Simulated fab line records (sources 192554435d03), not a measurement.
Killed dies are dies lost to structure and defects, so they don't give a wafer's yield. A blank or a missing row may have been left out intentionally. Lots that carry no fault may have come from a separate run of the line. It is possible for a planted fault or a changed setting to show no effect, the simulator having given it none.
Lot-split experiment :: flow n5-finfet :: 7 lots, 21 wafers read, on a route of 1938 steps

THE SPLIT
At N5_BEOL_M4_PECVD_72 (deposits SiO2 from TEOS/O2, target thk 16 nm, time 18 s), the setting time-s was moved away from the recipe's 18 s on 3 of the 21 wafers read, by -10.2% to +10.5%. All remaining wafers had this setting at the recipe value.

FROM THE SPLIT TO THE READING: what the file shows between them, 3 steps
- N5_BEOL_M4_HM_DEP_02: deposits TiN, target thk 20 nm
- N5_BEOL_M4_COAT_61: time 60 s, resist thk 60 nm
- N5_BEOL_M4_STRIP_97: strips in N2/H2, time 10 s

THE READING
SiO2_of_BEOL_M4_PECVD_72.thk-nm (the simulator's own value, which no gauge read), in nm, at N5_BEOL_M4_HM_STRIP_39 (strips TiN in peroxide tin strip, target depth 25 nm, time 158 s). There is no usual value for it anywhere in the file. The 18 wafers here that ran the recipe average 15.8 nm, standard deviation 0.27 nm.

wafer: L074.2
tool, chamber at the split: pecvd-04, 0,2
time-s as run, s: 18
against the recipe: recipe
SiO2_of_BEOL_M4_PECVD_72.thk-nm, nm: 15.6
against lot-mates on the recipe: -

wafer: L074.3
tool, chamber at the split: pecvd-04, 0,2
time-s as run, s: 18
against the recipe: recipe
SiO2_of_BEOL_M4_PECVD_72.thk-nm, nm: 15.6
against lot-mates on the recipe: -

wafer: L074.5
tool, chamber at the split: pecvd-04, 1
time-s as run, s: 18
against the recipe: recipe
SiO2_of_BEOL_M4_PECVD_72.thk-nm, nm: 15.8
against lot-mates on the recipe: -

wafer: L077.2
tool, chamber at the split: pecvd-02, 2
time-s as run, s: 18
against the recipe: recipe
SiO2_of_BEOL_M4_PECVD_72.thk-nm, nm: 15.4
against lot-mates on the recipe: -

wafer: L077.3
tool, chamber at the split: pecvd-02, 1
time-s as run, s: 16.45
against the recipe: -8.6%
SiO2_of_BEOL_M4_PECVD_72.thk-nm, nm: 14.8
against lot-mates on the recipe: -0.7

wafer: L077.5
tool, chamber at the split: pecvd-02, 0
time-s as run, s: 18
against the recipe: recipe
SiO2_of_BEOL_M4_PECVD_72.thk-nm, nm: 15.6
against lot-mates on the recipe: -

wafer: L087.1
tool, chamber at the split: pecvd-02, 2,0
time-s as run, s: 18
against the recipe: recipe
SiO2_of_BEOL_M4_PECVD_72.thk-nm, nm: 15.4
against lot-mates on the recipe: -

wafer: L087.2
tool, chamber at the split: pecvd-02, 2,0
time-s as run, s: 18
against the recipe: recipe
SiO2_of_BEOL_M4_PECVD_72.thk-nm, nm: 15.4
against lot-mates on the recipe: -

wafer: L087.4
tool, chamber at the split: pecvd-02, 2
time-s as run, s: 18
against the recipe: recipe
SiO2_of_BEOL_M4_PECVD_72.thk-nm, nm: 15.6
against lot-mates on the recipe: -

wafer: L088.1
tool, chamber at the split: pecvd-01, 1
time-s as run, s: 18
against the recipe: recipe
SiO2_of_BEOL_M4_PECVD_72.thk-nm, nm: 16
against lot-mates on the recipe: -

wafer: L088.3
tool, chamber at the split: pecvd-01, 0
time-s as run, s: 18
against the recipe: recipe
SiO2_of_BEOL_M4_PECVD_72.thk-nm, nm: 16
against lot-mates on the recipe: -

wafer: L088.5
tool, chamber at the split: pecvd-01, 1
time-s as run, s: 18
against the recipe: recipe
SiO2_of_BEOL_M4_PECVD_72.thk-nm, nm: 16.2
against lot-mates on the recipe: -

wafer: L093.4
tool, chamber at the split: pecvd-04, 0
time-s as run, s: 18
against the recipe: recipe
SiO2_of_BEOL_M4_PECVD_72.thk-nm, nm: 15.8
against lot-mates on the recipe: -

wafer: L093.5
tool, chamber at the split: pecvd-04, 2
time-s as run, s: 18
against the recipe: recipe
SiO2_of_BEOL_M4_PECVD_72.thk-nm, nm: 16
against lot-mates on the recipe: -

wafer: L093.6
tool, chamber at the split: pecvd-04, 1
time-s as run, s: 19.89
against the recipe: +10.5%
SiO2_of_BEOL_M4_PECVD_72.thk-nm, nm: 17.2
against lot-mates on the recipe: +1.3

wafer: L095.2
tool, chamber at the split: pecvd-01, 2,0
time-s as run, s: 18
against the recipe: recipe
SiO2_of_BEOL_M4_PECVD_72.thk-nm, nm: 16.2
against lot-mates on the recipe: -

wafer: L095.3
tool, chamber at the split: pecvd-01, 1
time-s as run, s: 18
against the recipe: recipe
SiO2_of_BEOL_M4_PECVD_72.thk-nm, nm: 15.8
against lot-mates on the recipe: -

wafer: L095.4
tool, chamber at the split: pecvd-01, 2,0
time-s as run, s: 18
against the recipe: recipe
SiO2_of_BEOL_M4_PECVD_72.thk-nm, nm: 16
against lot-mates on the recipe: -

wafer: L096.1
tool, chamber at the split: pecvd-04, 2
time-s as run, s: 18
against the recipe: recipe
SiO2_of_BEOL_M4_PECVD_72.thk-nm, nm: 16.2
against lot-mates on the recipe: -

wafer: L096.2
tool, chamber at the split: pecvd-04, 1
time-s as run, s: 18
against the recipe: recipe
SiO2_of_BEOL_M4_PECVD_72.thk-nm, nm: 15.6
against lot-mates on the recipe: -

wafer: L096.4
tool, chamber at the split: pecvd-04, 2
time-s as run, s: 16.17
against the recipe: -10.2%
SiO2_of_BEOL_M4_PECVD_72.thk-nm, nm: 14.8
against lot-mates on the recipe: -1.1
The file does not say which wafer passed through which chamber wherever a row lists several chambers: such a row stands for several wafers.

FIT RESULTS
A straight line over all 21 wafers: SiO2_of_BEOL_M4_PECVD_72.thk-nm changes by +0.117 nm for each +1% of time-s; r = +0.86; the points scatter about the line by 0.27 nm.
The same after taking each lot's own level away (the mean of its wafers on the recipe; 21 wafers): +0.108 nm for each +1%; r = +0.94; scatter 0.15 nm.
That fit puts the effect of the largest move of time-s on the reading at 1.1 nm.
From 15.47 to 16.07 nm: that is the span of the lots' own levels, equal to 2.2 times the standard deviation above.
The two slopes are in agreement: the lot-to-lot level therefore moves the slope only a little.
Check: with one of the wafers moved furthest among these (+10.5%) left out of the fit, the line predicts +1.02 nm for it against its lot-mates. Against them it came out at +1.3 nm.

THE OTHER SPLITS THESE WAFERS WENT THROUGH
Before the reading, these wafers also passed through other splits. Each is held against what the fit with the lots' levels taken away leaves over:
other split on the same wafers: N5_BEOL_M3_EXPOSE_08 dose-mj
wafers away from the commonest value: 8
r with SiO2_of_BEOL_M4_PECVD_72.thk-nm (lot level and that fit taken away): -0.44

THE WHOLE CHAIN: every reading that the file lists as answering this split, in the file's order
step: N5_BEOL_M4_PECVD_72
what it does: deposits SiO2 from TEOS/O2, target thk 16 nm, time 18 s
reading: SiO2_of_BEOL_M4_PECVD_72.thk-nm (the simulator's own value, which no gauge read)
change (the file's fit): +0.0994 nm for each +1% of the setting
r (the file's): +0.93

step: N5_BEOL_M4_HM_STRIP_39
what it does: strips TiN in peroxide tin strip, target depth 25 nm, time 158 s
reading: SiO2_of_BEOL_M4_PECVD_72.thk-nm (the simulator's own value, which no gauge read)
change (the file's fit): +0.107 nm for each +1% of the setting
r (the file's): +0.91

FILE'S OWN FIT
SiO2_of_BEOL_M4_PECVD_72.thk-nm changes by +0.107 nm for each +1% of time-s, r = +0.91.
